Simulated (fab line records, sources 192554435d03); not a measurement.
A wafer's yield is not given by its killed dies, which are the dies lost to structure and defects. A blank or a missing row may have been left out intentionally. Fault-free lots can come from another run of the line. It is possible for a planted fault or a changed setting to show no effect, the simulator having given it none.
Matching of chambers :: flow n5_finfet :: N5_MOL_CONTACT_COAG_STRIP_98 on rie_diel-03 has 4 sister chambers
The step strips in N2/H2. 14 wafers are shown with their chamber, then 7 later ones without.

WAFERS, EACH WITH ITS CHAMBER
wafer: L082.3
chamber: 3
showerhead_plenum_p_Torr (Torr): 3.48
drypump_motor_current_A (A): 6.5
throttle_valve_pct (%): 19.3

wafer: L082.4
chamber: 2
showerhead_plenum_p_Torr (Torr): 3.25
drypump_motor_current_A (A): 5.3
throttle_valve_pct (%): 18.7

wafer: L082.6
chamber: 2
showerhead_plenum_p_Torr (Torr): 3.25
drypump_motor_current_A (A): 5.3
throttle_valve_pct (%): 18.7

wafer: L084.1
chamber: 0
showerhead_plenum_p_Torr (Torr): 3.22
drypump_motor_current_A (A): 5.7
throttle_valve_pct (%): 19.1

wafer: L084.4
chamber: 3
showerhead_plenum_p_Torr (Torr): 3.48
drypump_motor_current_A (A): 6.5
throttle_valve_pct (%): 19.2

wafer: L084.6
chamber: 0
showerhead_plenum_p_Torr (Torr): 3.22
drypump_motor_current_A (A): 5.6
throttle_valve_pct (%): 19.1

wafer: L086.1
chamber: 1
showerhead_plenum_p_Torr (Torr): 3.45
drypump_motor_current_A (A): 5.3
throttle_valve_pct (%): 19.0

wafer: L086.2
chamber: 3
showerhead_plenum_p_Torr (Torr): 3.48
drypump_motor_current_A (A): 6.5
throttle_valve_pct (%): 19.2

wafer: L086.3
chamber: 0
showerhead_plenum_p_Torr (Torr): 3.22
drypump_motor_current_A (A): 5.7
throttle_valve_pct (%): 19.1

wafer: L086.4
chamber: 2
showerhead_plenum_p_Torr (Torr): 3.24
drypump_motor_current_A (A): 5.3
throttle_valve_pct (%): 18.7

wafer: L086.5
chamber: 0
showerhead_plenum_p_Torr (Torr): 3.22
drypump_motor_current_A (A): 5.7
throttle_valve_pct (%): 19.1

wafer: L086.6
chamber: 3
showerhead_plenum_p_Torr (Torr): 3.48
drypump_motor_current_A (A): 6.6
throttle_valve_pct (%): 19.2

wafer: L091.1
chamber: 2
showerhead_plenum_p_Torr (Torr): 3.24
drypump_motor_current_A (A): 5.3
throttle_valve_pct (%): 18.7

wafer: L091.2
chamber: 0
showerhead_plenum_p_Torr (Torr): 3.21
drypump_motor_current_A (A): 5.7
throttle_valve_pct (%): 19.1

SIGNATURES (averages over the wafers above)
reading: showerhead_plenum_p_Torr
chamber 0: 3.2180
chamber 1: 3.4500
chamber 2: 3.2450
chamber 3: 3.4800
scatter within a chamber: 0.00424

reading: drypump_motor_current_A
chamber 0: 5.680
chamber 1: 5.300
chamber 2: 5.300
chamber 3: 6.525
scatter within a chamber: 0.0394

reading: throttle_valve_pct
chamber 0: 19.100
chamber 1: 19.000
chamber 2: 18.700
chamber 3: 19.225
scatter within a chamber: 0.0274
Rule: a wafer's distance from a chamber is the root of the sum, over the readings, of the square of ((its reading less the chamber's mean) divided by the reading's scatter). The wafer belongs to the nearest chamber; if the next one is less than 2 further off, it can't be placed. The scatter is the square root of a quotient: the sum, over the shown wafers, of each reading's squared deviation from its chamber's mean, divided by wafers minus chambers.

WAFERS WHOSE CHAMBER IS MISSING
wafer: L091.6
showerhead_plenum_p_Torr (Torr): 3.24
drypump_motor_current_A (A): 5.3
throttle_valve_pct (%): 18.7

wafer: L093.1
showerhead_plenum_p_Torr (Torr): 3.45
drypump_motor_current_A (A): 5.2
throttle_valve_pct (%): 18.5

wafer: L093.2
showerhead_plenum_p_Torr (Torr): 3.47
drypump_motor_current_A (A): 6.5
throttle_valve_pct (%): 19.2

wafer: L093.3
showerhead_plenum_p_Torr (Torr): 3.23
drypump_motor_current_A (A): 5.3
throttle_valve_pct (%): 18.7

wafer: L093.4
showerhead_plenum_p_Torr (Torr): 3.21
drypump_motor_current_A (A): 5.6
throttle_valve_pct (%): 19.1

wafer: L093.5
showerhead_plenum_p_Torr (Torr): 3.23
drypump_motor_current_A (A): 5.3
throttle_valve_pct (%): 18.7

wafer: L093.6
showerhead_plenum_p_Torr (Torr): 3.45
drypump_motor_current_A (A): 5.2
throttle_valve_pct (%): 18.6

WHICH CHAMBER EACH WENT THROUGH
wafer: L091.6
from the rows above: 2
in truth: 2

wafer: L093.1
from the rows above: 1
in truth: 1

wafer: L093.2
from the rows above: 3
in truth: 3

wafer: L093.3
from the rows above: 2
in truth: 2

wafer: L093.4
from the rows above: 0
in truth: 0

wafer: L093.5
from the rows above: 2
in truth: 2

wafer: L093.6
from the rows above: 1
in truth: 1
Placed correctly: 7 of 7. Left unplaced by these rows: 0. Number placed wrongly: 0.
